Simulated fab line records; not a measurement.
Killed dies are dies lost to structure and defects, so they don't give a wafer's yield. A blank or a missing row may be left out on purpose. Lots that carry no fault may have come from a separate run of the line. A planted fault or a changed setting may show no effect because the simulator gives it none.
Split-lot trial || flow n5Finfet || 21 wafers read from 7 lots, route of 1938 steps

THE SPLIT ITSELF
At N5_MOL_CONTACT_COAG_EXPOSE_05 (exposes mask CA, defocus 0 nm), the setting doseMj was moved away from the recipe's 38.25 on 7 of the 21 wafers read, by -6.6% to +5.7%. For the rest of the wafers, this setting stayed at what the recipe calls for.

FROM THE SPLIT TO THE READING: what the file shows between them, 2 steps
- N5_MOL_CONTACT_COAG_PEB_06: peb time 60 s
- N5_MOL_CONTACT_COAG_DEVELOP_07: develop time 30 s

THE READING
Shown in nm: cdNm at N5_MOL_CONTACT_COAG_CD_MEAS_08, with target cd 28 nm. Typical for fault-free wafers on this fab line: 28.04 nm, with standard deviation 0.25 nm.

{"wafer": "L075.2", "tool, chamber at the split": "euvScanner-01, 0", "doseMj as run": 38.25, "against the recipe": "recipe", "cdNm, nm": 27.83, "against lot-mates on the recipe": "-"}
{"wafer": "L075.5", "tool, chamber at the split": "euvScanner-01, 0", "doseMj as run": 38.25, "against the recipe": "recipe", "cdNm, nm": 28.04, "against lot-mates on the recipe": "-"}
{"wafer": "L075.6", "tool, chamber at the split": "euvScanner-01, 0", "doseMj as run": 38.25, "against the recipe": "recipe", "cdNm, nm": 28.03, "against lot-mates on the recipe": "-"}
{"wafer": "L076.4", "tool, chamber at the split": "euvScanner-01, 0", "doseMj as run": 38.25, "against the recipe": "recipe", "cdNm, nm": 28.15, "against lot-mates on the recipe": "-"}
{"wafer": "L076.5", "tool, chamber at the split": "euvScanner-01, 0", "doseMj as run": 38.25, "against the recipe": "recipe", "cdNm, nm": 27.83, "against lot-mates on the recipe": "-"}
{"wafer": "L076.6", "tool, chamber at the split": "euvScanner-01, 0", "doseMj as run": 38.25, "against the recipe": "recipe", "cdNm, nm": 28.20, "against lot-mates on the recipe": "-"}
{"wafer": "L081.2", "tool, chamber at the split": "euvScanner-02, 0", "doseMj as run": 38.25, "against the recipe": "recipe", "cdNm, nm": 27.99, "against lot-mates on the recipe": "-"}
{"wafer": "L081.3", "tool, chamber at the split": "euvScanner-02, 0", "doseMj as run": 38.25, "against the recipe": "recipe", "cdNm, nm": 27.85, "against lot-mates on the recipe": "-"}
{"wafer": "L081.4", "tool, chamber at the split": "euvScanner-02, 0", "doseMj as run": 38.25, "against the recipe": "recipe", "cdNm, nm": 28.01, "against lot-mates on the recipe": "-"}
{"wafer": "L082.1", "tool, chamber at the split": "euvScanner-02, 0", "doseMj as run": 35.74, "against the recipe": "-6.6%", "cdNm, nm": 26.59, "against lot-mates on the recipe": -1.58}
{"wafer": "L082.3", "tool, chamber at the split": "euvScanner-02, 0", "doseMj as run": 38.25, "against the recipe": "recipe", "cdNm, nm": 28.12, "against lot-mates on the recipe": "-"}
{"wafer": "L082.5", "tool, chamber at the split": "euvScanner-02, 0", "doseMj as run": 38.25, "against the recipe": "recipe", "cdNm, nm": 28.22, "against lot-mates on the recipe": "-"}
{"wafer": "L083.4", "tool, chamber at the split": "euvScanner-02, 0", "doseMj as run": 39.21, "against the recipe": "+2.5%", "cdNm, nm": 28.80, "against lot-mates on the recipe": "no lot-mate on the recipe"}
{"wafer": "L083.5", "tool, chamber at the split": "euvScanner-02, 0", "doseMj as run": 39.21, "against the recipe": "+2.5%", "cdNm, nm": 28.41, "against lot-mates on the recipe": "no lot-mate on the recipe"}
{"wafer": "L083.6", "tool, chamber at the split": "euvScanner-02, 0", "doseMj as run": 39.21, "against the recipe": "+2.5%", "cdNm, nm": 28.14, "against lot-mates on the recipe": "no lot-mate on the recipe"}
{"wafer": "L096.2", "tool, chamber at the split": "euvScanner-02, 0", "doseMj as run": 40.43, "against the recipe": "+5.7%", "cdNm, nm": 29.25, "against lot-mates on the recipe": "+1.29"}
{"wafer": "L096.3", "tool, chamber at the split": "euvScanner-02, 0", "doseMj as run": 38.25, "against the recipe": "recipe", "cdNm, nm": 27.96, "against lot-mates on the recipe": "-"}
{"wafer": "L096.4", "tool, chamber at the split": "euvScanner-02, 0", "doseMj as run": 40.43, "against the recipe": "+5.7%", "cdNm, nm": 29.36, "against lot-mates on the recipe": "+1.40"}
{"wafer": "L097.2", "tool, chamber at the split": "euvScanner-01, 0", "doseMj as run": 37.05, "against the recipe": "-3.1%", "cdNm, nm": 27.47, "against lot-mates on the recipe": -0.52}
{"wafer": "L097.3", "tool, chamber at the split": "euvScanner-01, 0", "doseMj as run": 38.25, "against the recipe": "recipe", "cdNm, nm": 28.13, "against lot-mates on the recipe": "-"}
{"wafer": "L097.5", "tool, chamber at the split": "euvScanner-01, 0", "doseMj as run": 38.25, "against the recipe": "recipe", "cdNm, nm": 27.85, "against lot-mates on the recipe": "-"}

FIT RESULTS
A straight line over all 21 wafers: cdNm changes by +0.212 nm for each +1% of doseMj; r = +0.96; the points scatter about the line by 0.17 nm.
The same after taking each lot's own level away (the mean of its wafers on the recipe; 18 wafers): +0.232 nm for each +1%; r = +0.98; scatter 0.12 nm.
According to that fit, moving doseMj by its largest amount changes the reading by 1.5 nm.
The span of the lots' own levels, 27.950 to 28.170 nm, comes to 0.9 times the standard deviation stated above.
The two slopes agree, so the slope changes little with the lot-to-lot level.
Check: with one of the wafers moved furthest among these (-6.6%) left out of the fit, the line predicts -1.46 nm for it against its lot-mates. Against them it came out at -1.58 nm.

ADDITIONAL SPLITS CARRIED BY THESE WAFERS
These wafers also went through other splits before the reading. Each is held against what the fit with the lots' levels taken away leaves over:
{"other split on the same wafers": "N5_GATE_CUT_EXPOSE_10 doseMj", "wafers away from the commonest value": 9, "r with cdNm (lot level and that fit taken away)": -0.04}

THE WHOLE CHAIN: every reading that the file lists as answering this split, in the file's order
{"step": "N5_MOL_CONTACT_COAG_CD_MEAS_08", "what it does": "target cd 28 nm", "reading": "cdNm", "change (the file's fit)": "+0.231 nm for each +1% of the setting", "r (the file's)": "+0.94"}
{"step": "N5_MOL_CONTACT_COAG_ETCH_59", "what it does": "etches underlayer in N2/H2, target depth 13 nm, time 10.4 s", "reading": "MOL_CONTACT_COAG.cdOffsetNm (the simulator's own value, which no gauge read)", "change (the file's fit)": "+0.188 nm for each +1% of the setting", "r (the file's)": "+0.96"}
{"step": "N5_MOL_CONTACT_COAG_ETCH_105", "what it does": "etches SiARC in CF4, target depth 15.6 nm, time 26 s", "reading": "MOL_CONTACT_COAG.cdOffsetNm (the simulator's own value, which no gauge read)", "change (the file's fit)": "+0.169 nm for each +1% of the setting", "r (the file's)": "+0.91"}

FILE'S OWN FIT
cdNm changes by +0.231 nm for each +1% of doseMj, r = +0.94.
